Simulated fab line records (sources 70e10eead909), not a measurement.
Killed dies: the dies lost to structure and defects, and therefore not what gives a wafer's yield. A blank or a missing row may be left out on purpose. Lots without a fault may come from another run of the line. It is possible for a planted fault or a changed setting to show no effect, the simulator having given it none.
The tool behind it: which one? -- flow nand-harc -- 33 wafers sampled from 11 lots at 1 step of a route of 1159

WHAT THE GAUGES READ, wafer by wafer
NHARC_P_M1_INSPECT_11.
lot,measured,on,raw-defect-count
L075,day 6 14:08,defect-inspect-02,3 3 1
L077,day 6 23:43,defect-inspect-02,3 3 3
L080,day 7 05:19,defect-inspect-01,4 3 4
L082,day 7 19:44,defect-inspect-02,9 11 10
L085,day 8 17:44,defect-inspect-01,1 2 3
L087,day 9 08:47,defect-inspect-02,7 9 0
L090,day 10 02:10,defect-inspect-01,7 7 6
L091,day 10 09:31,defect-inspect-01,1 4 2
L094,day 10 18:58,defect-inspect-01,4 4 1
L095,day 11 14:05,defect-inspect-01,5 4 1
L097,day 12 04:21,defect-inspect-01,3 6 4

WHICH TOOL RAN EACH LOT (tool, then ch and the chambers of the sampled wafers, then the start)
The record holds no process step before these readings.

THE ANSWER, worked out from the rows above alone
Rule: the lots themselves supply what counts as usual. The widest of any qualifying gaps counts: lots, ordered by their means at a reading, are off when they make up no more than a third of the lots, leave a main group of 4 or more, and stand apart from it by 3 or more times the standard deviation of that group's means. If all means in a main group match to the digits the tables above print for the reading, that group is not used. A lot without any number at a reading at which 4 lots or more have one is off too. Any other lot the step has rows for is counted as sound.
No lot is off on any of the readings shown, so nothing can be concluded from this.

WHAT WAS PUT IN BY THE SIMULATOR
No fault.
